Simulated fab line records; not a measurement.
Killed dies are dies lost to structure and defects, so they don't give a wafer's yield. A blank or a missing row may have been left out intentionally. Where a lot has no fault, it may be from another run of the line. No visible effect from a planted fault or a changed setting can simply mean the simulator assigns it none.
The tool behind it: which one? / flow nandHarc / Sampling: 11 lots, 33 wafers, 4 of 1302 route steps

WHAT THE GAUGES SHOWED, per wafer
NHARC_P_ZERO_WELL_CD_MEAS_24 targets a cd of 720 nm.
lot=L107; measured=day 2 18:28; on=cdSem-02; cdNm (nm)=721.9 723.1 720.9
lot=L108; measured=day 3 04:27; on=cdSem-02; cdNm (nm)=720.6 720.2 716.4
lot=L109; measured=day 3 14:37; on=cdSem-02; cdNm (nm)=- - -
lot=L113; measured=day 5 07:07; on=cdSem-02; cdNm (nm)=721.5 721.1 721.8
lot=L118; measured=day 7 08:31; on=cdSem-02; cdNm (nm)=723.2 722.8 721.4
lot=L120; measured=day 8 05:12; on=cdSem-03; cdNm (nm)=721.5 726.3 721.4
lot=L122; measured=day 9 00:35; on=cdSem-02; cdNm (nm)=720.7 719.5 720.8
lot=L123; measured=day 9 10:28; on=cdSem-03; cdNm (nm)=724.1 720.1 724.7
lot=L124; measured=day 9 20:28; on=cdSem-02; cdNm (nm)=720.5 721.2 720.1
lot=L125; measured=day 10 06:35; on=cdSem-02; cdNm (nm)=722.1 723.9 723.1
lot=L126; measured=day 10 16:28; on=cdSem-02; cdNm (nm)=719.8 721.2 721.5

WHAT TOOL EACH LOT RAN ON (gives the tool, then ch and the chambers of the sampled wafers, and finally the start)
lot=L107; NHARC_P_ZERO_WELL_DESCUM_13=rieDiel-03 ch 0,3, day 2 17:24; NHARC_P_ZERO_WELL_ETCH_63=rieSi-02 ch 0,2, day 2 17:40; NHARC_P_ZERO_WELL_EXPOSE_21=krfScanner-02 ch 0, day 2 18:19
lot=L108; NHARC_P_ZERO_WELL_DESCUM_13=rieDiel-12 ch 0,1,2, day 3 03:16; NHARC_P_ZERO_WELL_ETCH_63=rieSi-05 ch 0,1,2, day 3 03:32; NHARC_P_ZERO_WELL_EXPOSE_21=krfScanner-04 ch 0, day 3 04:18
lot=L109; NHARC_P_ZERO_WELL_DESCUM_13=rieDiel-12 ch 0,1,2, day 3 13:29; NHARC_P_ZERO_WELL_ETCH_63=rieSi-02 ch 2,3, day 3 13:46; NHARC_P_ZERO_WELL_EXPOSE_21=krfScanner-04 ch 0, day 3 14:28
lot=L113; NHARC_P_ZERO_WELL_DESCUM_13=rieDiel-13 ch 1,3, day 5 05:40; NHARC_P_ZERO_WELL_ETCH_63=rieSi-03 ch 0,3, day 5 06:12; NHARC_P_ZERO_WELL_EXPOSE_21=krfScanner-03 ch 0, day 5 06:57
lot=L118; NHARC_P_ZERO_WELL_DESCUM_13=rieDiel-12 ch 0,2,3, day 7 07:20; NHARC_P_ZERO_WELL_ETCH_63=rieSi-02 ch 0,1, day 7 07:44; NHARC_P_ZERO_WELL_EXPOSE_21=krfScanner-03 ch 0, day 7 08:22
lot=L120; NHARC_P_ZERO_WELL_DESCUM_13=rieDiel-03 ch 0,3, day 8 03:59; NHARC_P_ZERO_WELL_ETCH_63=rieSi-05 ch 0,1,2, day 8 04:19; NHARC_P_ZERO_WELL_EXPOSE_21=krfScanner-04 ch 0, day 8 05:02
lot=L122; NHARC_P_ZERO_WELL_DESCUM_13=rieDiel-13 ch 0,1,3, day 8 23:25; NHARC_P_ZERO_WELL_ETCH_63=rieSi-03 ch 0,1, day 8 23:39; NHARC_P_ZERO_WELL_EXPOSE_21=krfScanner-04 ch 0, day 9 00:26
lot=L123; NHARC_P_ZERO_WELL_DESCUM_13=rieDiel-12 ch 0,1,2, day 9 09:25; NHARC_P_ZERO_WELL_ETCH_63=rieSi-05 ch 0,1, day 9 09:40; NHARC_P_ZERO_WELL_EXPOSE_21=krfScanner-04 ch 0, day 9 10:18
lot=L124; NHARC_P_ZERO_WELL_DESCUM_13=rieDiel-03 ch 2,3, day 9 19:25; NHARC_P_ZERO_WELL_ETCH_63=rieSi-03 ch 1,2, day 9 19:41; NHARC_P_ZERO_WELL_EXPOSE_21=krfScanner-04 ch 0, day 9 20:19
lot=L125; NHARC_P_ZERO_WELL_DESCUM_13=rieDiel-12 ch 0,1,2, day 10 05:25; NHARC_P_ZERO_WELL_ETCH_63=rieSi-02 ch 1,2,3, day 10 05:40; NHARC_P_ZERO_WELL_EXPOSE_21=krfScanner-03 ch 0, day 10 06:25
lot=L126; NHARC_P_ZERO_WELL_DESCUM_13=rieDiel-12 ch 0,1, day 10 15:16; NHARC_P_ZERO_WELL_ETCH_63=rieSi-03 ch 1,2,3, day 10 15:32; NHARC_P_ZERO_WELL_EXPOSE_21=krfScanner-04 ch 0, day 10 16:18
- NHARC_P_ZERO_WELL_DESCUM_13: chemistry O2, time 3 s.
- NHARC_P_ZERO_WELL_ETCH_63: etches the open film in HBr/Cl2, target depth 120 nm, time 40.1 s.
- NHARC_P_ZERO_WELL_EXPOSE_21: exposes mask P NWELL, target cd 720 nm.

THE ANSWER, worked out from the rows above alone
Rule: the usual values come from the lots themselves. Put in order of their means at a reading, lots are off if they are a third of the lots or fewer, leave a main group of 4 or more, and stand apart from it by a gap of 3 or more times the standard deviation of the main group's means; of several such gaps the widest counts. Not used: any main group whose means are identical at the precision the tables above print for the reading. A lot without any number at a reading at which 4 lots or more have one is off too. The other lots that the step has rows for count as sound.
Off, at NHARC_P_ZERO_WELL_CD_MEAS_24 on cdNm: L109. Without a number there: L109. The main group: mean 721.6 nm, standard deviation 1.3.
A tool fits if, at a process step before that reading, it ran every lot that is off, and no sound lot after the first of them. The gauges at NHARC_P_ZERO_WELL_CD_MEAS_24 are tried like those tools. Of those tried, none fits.

WHAT HAD BEEN PUT IN BY THE SIMULATOR
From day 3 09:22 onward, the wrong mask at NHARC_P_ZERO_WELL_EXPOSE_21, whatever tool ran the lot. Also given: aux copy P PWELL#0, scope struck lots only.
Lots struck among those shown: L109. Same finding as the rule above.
